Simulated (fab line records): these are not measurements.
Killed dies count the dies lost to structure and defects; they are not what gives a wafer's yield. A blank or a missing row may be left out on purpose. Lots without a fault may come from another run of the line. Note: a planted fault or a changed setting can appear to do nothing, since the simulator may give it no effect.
fab line records	flow nand-harc	part 2 of 2: steps 4 to 6 of 6
record lots=23	wafers=69	last-day=33
route steps=1302 shown A_STAIRCASE@784 A_SGD_CUT@906 A_WL_FILL@957
lots with no fault: from the same line, run without faults
start-h: hours from the record's opening day to when the first of the lot's shown wafers began	wait-h: time in hours since the lot's previous step	" repeats the value in the row above	L1.1+2: one row covering several wafers at once	- value missing, or start not given	* or withheld: withheld	< > ~ a bound
route shown NAME@n: names a module that has steps shown in the file, with the first one's number in the route	usual: average and standard deviation across the fault-free wafers	same: alike in all rows	chamber/n: place in a boat	sites: the reading at each site	_std_site: their standard deviation	_edge_site: mean of outer sites minus mean of inner sites	radius-mm: how far each site lies from the wafer's centre	mask NAME#n: copy n	behind: tool/chamber where the wafer was last shaped	hold: cause of the lot's hold/its duration in hours/its outcome	device: the n, p or np transistor that did not switch	end of line: tests of these same wafers at the route's end	where a step has no rows: the recipe by itself	killed: dies that structure and defects cost at the first sort, which is not the same as the wafer's yield	map: per-die view of a wafer (x killed, . not killed, _ where there is no die)
set.NAME: setting as actually run; set.NAME@STEP: the setting as run at that earlier step	model.NAME: the simulator's own value behind a step, which no gauge read
steps of the route over a sample of lots; a table a step, a row a wafer
services: when a tool's chamber went out of use (start-h, in hours from the record's first day, below 0 if earlier), for how many hours, and the reason
## steps
# step NHARC_A_SGD_CUT_STRIP_28
# recipe time-s=20	o2-flow-sccm=500	ar-flow-sccm=0	bias-w=0	chemistry=O2
# usual drypump-motor-current-A=6.0/0.41	o2-flow-sccm=499.9/1.5	oes-product-au=0.995/0.011	rf-vpp-V=57.7/0.84	showerhead-plenum-p-Torr=3.50/0.11	throttle-valve-pct=17.037/0.0092
lot.wafer	tool	chamber	start-h	wait-h	drypump-motor-current-A	o2-flow-sccm	oes-product-au	rf-hours-counter-h	rf-vpp-V	showerhead-plenum-p-Torr	throttle-valve-pct
L074.3	rie-diel-10	1	-	-	5.6	502.2	1.000	0	58.2	3.42	17.035
L074.6	"	2	"	"	5.0	500.1	1.006	-	57.7	3.38	17.040
L074.5	"	3	"	"	6.3	500.2	1.005	-	56.8	3.42	17.025
L076.3	rie-diel-07	1	-	-	6.2	500.8	1.014	7	57.5	3.35	17.043
L076.1	"	2	"	"	6.5	500.2	1.000	8	57.3	3.70	17.038
L076.6	"	3	"	"	5.4	499.7	0.997	-	57.9	3.55	17.023
L075.1	rie-diel-06	2	-	-	6.3	500.4	0.996	8	58.4	3.34	17.030
L075.2	"	1	"	"	6.2	499.0	0.998	7	58.9	3.49	17.026
L075.5	"	2	"	"	6.3	499.7	0.996	-	56.1	3.34	17.051
L077.1	rie-diel-07	1	-	-	6.2	501.5	0.998	0	56.7	3.35	17.023
L077.6	"	0	"	"	5.9	501.0	0.979	-	57.5	3.53	17.038
L077.5	"	1	"	"	6.2	502.0	0.983	-	56.7	3.35	17.041
L078.2	rie-diel-10	2	-	-	5.0	500.7	1.005	6	56.7	3.38	17.030
L078.4	"	3	"	"	6.3	497.7	1.030	7	57.0	3.42	17.040
L078.5	"	1	"	"	5.6	500.1	0.996	-	57.7	3.42	17.024
L079.3	rie-diel-10	1	-	-	5.7	500.8	0.994	6	57.3	3.42	17.029
L079.2	"	0	"	"	6.1	499.9	0.986	7	58.1	3.56	17.041
L079.5	"	1	"	"	5.7	498.8	0.990	-	57.0	3.42	17.038
L080.4	rie-diel-07	2	-	-	6.5	499.4	1.009	1	57.4	3.70	17.052
L080.6	"	2	"	"	6.5	499.7	1.007	-	57.5	3.70	17.037
L080.5	"	3	"	"	5.5	502.2	0.989	-	57.6	3.54	17.020
L082.4	rie-diel-07	1	-	-	6.2	497.6	0.996	2	55.7	3.35	17.033
L082.6	"	2	"	"	6.5	499.5	0.997	-	57.0	3.70	17.018
L082.5	"	3	"	"	5.4	500.7	0.992	-	57.8	3.54	17.043
L081.1	rie-diel-06	0	-	-	6.0	498.9	0.998	1	58.9	3.56	17.043
L081.2	"	1	"	"	6.2	496.5	0.987	2	57.6	3.49	17.030
L081.3	"	3	"	"	6.3	496.3	1.006	2	58.5	3.62	17.045
L084.3	rie-diel-07	1	-	-	6.2	502.1	1.000	3	57.6	3.35	17.045
L084.2	"	3	"	"	5.4	498.0	0.984	4	58.7	3.54	17.033
L084.6	"	0	"	"	5.9	498.2	0.991	-	57.9	3.53	17.039
L083.3	rie-diel-06	1	-	-	6.2	499.5	0.985	3	57.2	3.49	17.036
L083.5	"	3	"	"	6.3	499.5	1.014	-	58.9	3.62	17.031
L083.6	"	0	"	"	6.0	498.5	1.000	-	58.1	3.56	17.031
L085.1	rie-diel-10	0	-	-	6.1	502.0	0.991	13	58.4	3.56	17.047
L085.4	"	1	"	"	5.6	499.2	1.003	12	58.3	3.41	17.034
L085.6	"	0	"	"	6.0	500.4	0.994	-	59.2	3.56	17.040
L086.1	rie-diel-10	3	-	-	6.3	498.9	1.017	14	57.9	3.41	17.037
L086.2	"	0	"	"	6.1	500.8	0.989	14	58.0	3.56	17.023
L086.6	"	2	"	"	5.0	498.9	0.996	-	55.8	3.37	17.036
L088.4	rie-diel-07	3	-	-	5.4	497.5	0.985	6	57.3	3.54	17.019
L088.2	"	0	"	"	5.9	499.1	0.990	6	58.5	3.53	17.035
L088.1	"	2	"	"	6.5	502.2	0.994	6	59.3	3.70	17.042
L087.3	rie-diel-06	1	-	-	6.2	501.1	0.978	5	57.2	3.49	17.044
L087.1	"	2	"	"	6.3	499.0	0.982	4	57.2	3.33	17.051
L087.4	"	0	"	"	6.0	500.9	1.007	4	56.7	3.56	17.034
L089.2	rie-diel-07	2	-	-	6.5	501.3	1.007	8	58.7	3.69	17.046
L089.3	"	0	"	"	5.9	502.1	0.980	7	59.0	3.53	17.028
L089.6	"	2	"	"	6.5	501.7	0.996	-	57.1	3.69	17.044
L091.1	rie-diel-07	1	-	-	6.2	498.6	0.987	7	57.5	3.35	17.047
L091.4	"	0	"	"	5.9	499.6	0.990	7	56.9	3.53	17.029
L091.6	"	1	"	"	6.2	499.8	0.998	-	57.6	3.35	17.028
L090.3	rie-diel-07	1	604.12	0.1	6.2	499.1	0.992	8	56.5	3.35	17.022
L090.6	"	0	"	"	5.9	502.4	0.996	-	57.4	3.53	17.041
L090.5	"	1	"	"	6.2	498.9	0.995	-	57.3	3.35	17.043
L093.1	rie-diel-07	2	-	-	6.5	498.2	1.002	10	58.8	3.69	17.024
L093.4	"	3	"	"	5.4	501.1	0.994	9	57.6	3.54	17.032
L093.5	"	0	"	"	5.9	499.1	0.981	-	56.8	3.53	17.038
L094.3	rie-diel-07	1	-	-	6.2	499.4	0.990	9	56.6	3.35	17.057
L094.1	"	2	"	"	6.5	502.8	1.012	10	57.8	3.69	17.043
L094.5	"	0	"	"	5.9	500.9	0.975	-	57.6	3.53	17.038
L095.4	rie-diel-06	3	-	-	6.3	499.8	0.997	8	56.5	3.62	17.029
L095.2	"	0	"	"	6.0	498.9	1.016	7	57.7	3.56	17.030
L095.5	"	3	"	"	6.3	500.2	1.003	-	57.7	3.62	17.041
L096.1	rie-diel-10	2	-	-	5.0	500.1	0.985	5	57.4	3.37	17.037
L096.4	"	3	"	"	6.3	500.2	1.005	5	56.8	3.41	17.017
L096.5	"	2	"	"	5.0	498.8	0.989	-	56.6	3.37	17.029
L097.3	rie-diel-06	0	-	-	6.0	500.7	1.007	0	58.9	3.56	17.032
L097.2	"	1	"	"	6.2	502.2	1.004	0	57.8	3.49	17.036
L097.6	"	3	"	"	6.3	498.0	1.022	-	58.0	3.62	17.049
# step NHARC_A_WL_FILL_ETCHBACK_04
# recipe target-depth-a=600	time-s=120	chemistry=NF3
# usual drypump-motor-current-A=5.7/0.32	oes-product-au=0.998/0.013
lot.wafer	tool	chamber	start-h	wait-h	drypump-motor-current-A	oes-product-au	rf-hours-counter-h
L074.3	rie-metal-02	0	453.30	0.3	5.9	0.996	-
L074.6	"	0	"	"	5.9	1.003	-
L074.5	"	1	"	"	6.1	0.987	-
L076.1	rie-metal-02	0	473.97	0.3	5.9	1.010	0.1
L076.3	"	1	"	"	6.1	0.984	-
L076.6	"	0	"	"	5.9	1.004	-
L075.1	rie-metal-03	0	474.06	0.3	5.3	0.975	2.5
L075.2	"	1	"	"	5.7	0.990	2.5
L075.5	"	0	"	"	5.3	0.979	-
L078.2	rie-metal-02	0	506.28	0.4	5.9	1.012	0.4
L078.4	"	1	"	"	6.1	0.992	-
L078.5	"	0	"	"	5.9	1.010	-
L077.1	rie-metal-03	0	506.42	0.3	5.3	0.967	2.9
L077.5	"	0	"	"	5.3	0.982	-
L077.6	"	1	"	"	5.6	0.988	-
L079.2	rie-metal-03	1	510.10	0.3	5.7	1.001	3.1
L079.3	"	1	"	"	5.7	0.999	-
L079.5	"	0	"	"	5.3	0.987	-
L080.4	rie-metal-01	0	525.49	0.3	5.3	0.981	-
L080.5	"	0	"	"	5.3	0.982	-
L080.6	"	1	"	"	5.3	0.983	-
L082.4	rie-metal-02	0	541.80	0.3	5.9	1.010	-
L082.5	"	1	"	"	6.1	0.999	-
L082.6	"	0	"	"	5.9	1.027	-
L081.1	rie-metal-03	0	545.48	0.3	5.3	0.987	0.1
L081.2	"	1	"	"	5.7	1.001	0.1
L081.3	"	0	"	"	5.3	0.994	-
L084.2	rie-metal-03	0	563.56	0.4	5.3	1.003	0.4
L084.3	"	0	"	"	5.3	0.989	-
L084.6	"	1	"	"	5.7	1.017	-
L083.3	rie-metal-02	0	565.24	0.2	5.9	1.025	-
L083.5	"	0	"	"	5.9	1.012	-
L083.6	"	1	"	"	6.1	0.990	-
L085.1	rie-metal-02	0	577.47	0.4	5.9	1.024	2.0
L085.4	"	0	"	"	5.9	1.015	-
L085.6	"	0	"	"	5.9	1.019	-
L086.1	rie-metal-03	0	584.00	0.3	5.3	0.990	0.7
L086.2	"	1	"	"	5.7	1.012	0.7
L086.6	"	0	"	"	5.3	1.001	-
L088.1	rie-metal-02	1	595.16	0.3	6.1	0.986	2.4
L088.2	"	0	"	"	5.9	1.019	2.4
L088.4	"	0	"	"	5.9	1.013	-
L087.1	rie-metal-03	0	595.37	0.3	5.3	0.985	1.1
L087.3	"	0	"	"	5.3	0.990	-
L087.4	"	1	"	"	5.7	1.021	-
L089.2	rie-metal-01	0	611.60	0.3	5.3	1.015	0.4
L089.3	"	0	"	"	5.3	1.015	-
L089.6	"	0	"	"	5.3	1.016	-
L091.1	rie-metal-03	0	615.63	0.3	5.3	1.000	1.4
L091.4	"	0	"	"	5.3	0.992	-
L091.6	"	0	"	"	5.3	0.996	-
L090.3	rie-metal-02	0	624.00	0.3	5.9	1.019	-
L090.5	"	0	"	"	5.9	1.013	-
L090.6	"	1	"	"	6.1	0.995	-
L093.1	rie-metal-03	1	646.47	0.3	5.7	1.019	1.9
L093.4	"	1	"	"	5.7	1.014	-
L093.5	"	1	"	"	5.7	1.010	-
L094.1	rie-metal-03	1	654.94	0.3	5.7	1.002	2.2
L094.3	"	1	"	"	5.7	1.009	-
L094.5	"	0	"	"	5.3	0.983	-
L095.2	rie-metal-02	1	669.18	0.3	6.1	0.997	0.5
L095.4	"	1	"	"	6.1	0.993	-
L095.5	"	0	"	"	5.9	1.000	-
L096.1	rie-metal-03	1	672.61	0.4	5.7	1.011	2.5
L096.4	"	1	"	"	5.7	1.018	-
L096.5	"	0	"	"	5.3	0.979	-
L097.2	rie-metal-03	1	690.31	0.3	5.6	1.013	2.9
L097.3	"	0	"	"	5.2	0.985	-
L097.6	"	0	"	"	5.3	0.989	-
# step NHARC_A_WL_FILL_CMP_12
# recipe t-overpolish-s=30	target-thk-nm=100
# usual motor-current-A=12.1/1	overpolish-run-s=29.999/0.0092	slurry-filter-dp-kPa=13.51/0.14	time-to-endpoint-s=20/3
lot.wafer	tool	chamber	start-h	wait-h	motor-current-A	overpolish-run-s	slurry-filter-dp-kPa	time-to-endpoint-s
L074.3	cmp-03	3	469.22	0.1	10.5	30.001	13.46	22
L074.6	"	3	"	"	10.5	29.990	13.49	22
L074.5	"	0	"	"	13.2	30.003	13.62	14
L075.1	cmp-03	0	489.90	0.1	13.2	29.980	13.55	16
L075.2	"	3	"	"	10.7	30.024	13.42	19
L075.5	"	0	"	"	13.1	30.006	13.74	16
L076.1	cmp-04	1	492.92	0.2	11.9	29.998	13.67	22
L076.3	"	3	"	"	12.9	29.993	13.48	25
L076.6	"	1	"	"	11.6	30.008	13.65	26
L079.3	cmp-04	0	524.40	0.1	11.3	30.000	13.59	17
L079.2	"	2	"	"	10.6	29.991	13.59	21
L079.5	"	0	"	"	12.0	29.994	13.43	19
L077.1	cmp-03	3	524.54	0.2	10.3	30.004	13.53	18
L077.6	"	2	"	"	10.7	30.010	13.42	23
L077.5	"	3	"	"	10.5	29.996	13.51	21
L078.4	cmp-02	1	526.96	0.1	13.3	29.993	13.76	24
L078.2	"	2	"	"	12.4	30.005	13.51	23
L078.5	"	3	"	"	12.9	29.989	13.45	18
L080.4	cmp-02	0	543.02	0.2	11.9	30.006	13.52	16
L080.6	"	1	"	"	13.0	29.998	13.37	18
L080.5	"	2	"	"	11.9	30.005	13.40	18
L082.4	cmp-02	3	558.75	0.3	13.1	29.994	13.59	18
L082.5	"	0	"	"	11.5	30.014	13.21	19
L082.6	"	1	"	"	13.4	30.003	13.44	26
L081.1	cmp-03	2	562.59	0.1	10.0	30.027	13.46	26
L081.2	"	3	"	"	10.4	29.997	13.59	22
L081.3	"	0	"	"	12.5	30.018	13.49	18
L083.3	cmp-03	3	580.06	0.2	10.8	30.009	13.42	23
L083.5	"	1	"	"	12.8	29.997	13.67	19
L083.6	"	2	"	"	10.9	29.996	13.14	24
L084.3	cmp-02	0	580.17	0.1	11.5	29.994	13.41	18
L084.2	"	2	"	"	12.1	30.002	13.65	19
L084.6	"	3	"	"	12.0	30.009	13.36	13
L085.1	cmp-02	3	595.82	0.2	12.3	29.988	13.39	16
L085.4	"	0	"	"	11.2	30.011	13.61	17
L085.6	"	1	"	"	14.0	29.995	13.53	24
L086.1	cmp-04	3	600.41	0.2	13.3	29.989	13.50	24
L086.2	"	2	"	"	10.4	29.990	13.84	23
L086.6	"	3	"	"	13.0	29.999	13.52	25
L087.4	cmp-03	0	611.57	0.1	12.8	30.007	13.35	17
L087.1	"	2	"	"	10.9	30.010	13.28	23
L087.3	"	3	"	"	11.1	30.009	13.65	23
L088.2	cmp-04	1	611.71	0.2	11.3	29.994	13.75	21
L088.1	"	2	"	"	11.3	30.004	13.58	20
L088.4	"	3	"	"	12.7	29.991	13.32	22
L091.4	cmp-02	3	629.88	0.1	12.5	29.991	13.56	16
L091.1	"	2	"	"	12.0	30.009	13.50	20
L091.6	"	0	"	"	11.9	30.000	13.52	19
L089.2	cmp-04	2	629.88	0.1	10.9	30.021	13.26	20
L089.3	"	0	"	"	12.2	29.983	13.52	18
L089.6	"	3	"	"	12.7	29.989	13.46	19
L090.3	cmp-02	0	639.84	0.1	11.1	30.012	13.62	19
L090.5	"	0	"	"	11.9	29.984	13.63	21
L090.6	"	1	"	"	13.4	30.011	13.31	21
L093.1	cmp-04	0	662.15	0.2	11.6	30.007	13.46	12
L093.4	"	3	"	"	13.3	30.001	13.64	18
L093.5	"	1	"	"	11.2	29.995	13.47	17
L094.3	cmp-02	0	670.75	0.1	11.2	29.995	13.33	20
L094.1	"	2	"	"	12.5	29.986	13.75	21
L094.5	"	0	"	"	12.1	30.006	13.65	19
L096.4	cmp-02	1	688.54	0.1	13.2	30.003	13.63	22
L096.1	"	0	"	"	11.7	29.988	13.30	17
L096.5	"	2	"	"	11.6	29.997	13.36	19
L095.2	cmp-03	3	688.58	0.2	11.2	30.001	13.40	25
L095.4	"	0	"	"	12.9	30.014	13.40	17
L095.5	"	0	"	"	13.8	29.986	13.72	20
L097.3	cmp-03	2	706.89	0.1	11.2	29.999	13.37	25
L097.2	"	1	"	"	13.8	29.976	13.46	23
L097.6	"	2	"	"	10.1	30.002	13.45	26
## services
tool	chamber	start-h	hours	kind
cmp-03	-	340.23	1.1	repair
cmp-03	-	352.19	0.8	repair
cmp-03	-	358.00	4.0	pm
rie-diel-06	0	365.45	3.4	repair
rie-diel-07	0	393.57	3.6	repair
rie-diel-07	3	426.03	10.1	repair
rie-diel-06	3	433.75	5.8	repair
rie-diel-07	1	437.13	12.1	repair
rie-diel-06	0	439.41	8.5	repair
cmp-03	-	456.00	4.0	pm
rie-diel-06	1	456.94	2.4	repair
rie-diel-07	-	471.27	9.0	pm
cmp-03	-	478.51	1.1	repair
rie-diel-06	1	478.79	8.3	repair
rie-diel-06	-	484.22	9.0	pm
rie-diel-06	0	510.99	9.3	repair
cmp-03	-	554.00	4.0	pm
cmp-03	-	575.63	0.4	repair
rie-diel-07	3	600.17	7.3	repair
rie-diel-06	1	604.71	6.5	repair
rie-diel-07	-	648.27	9.0	pm
cmp-03	-	652.00	4.0	pm
cmp-03	-	678.41	3.6	repair
cmp-03	-	694.74	3.3	repair
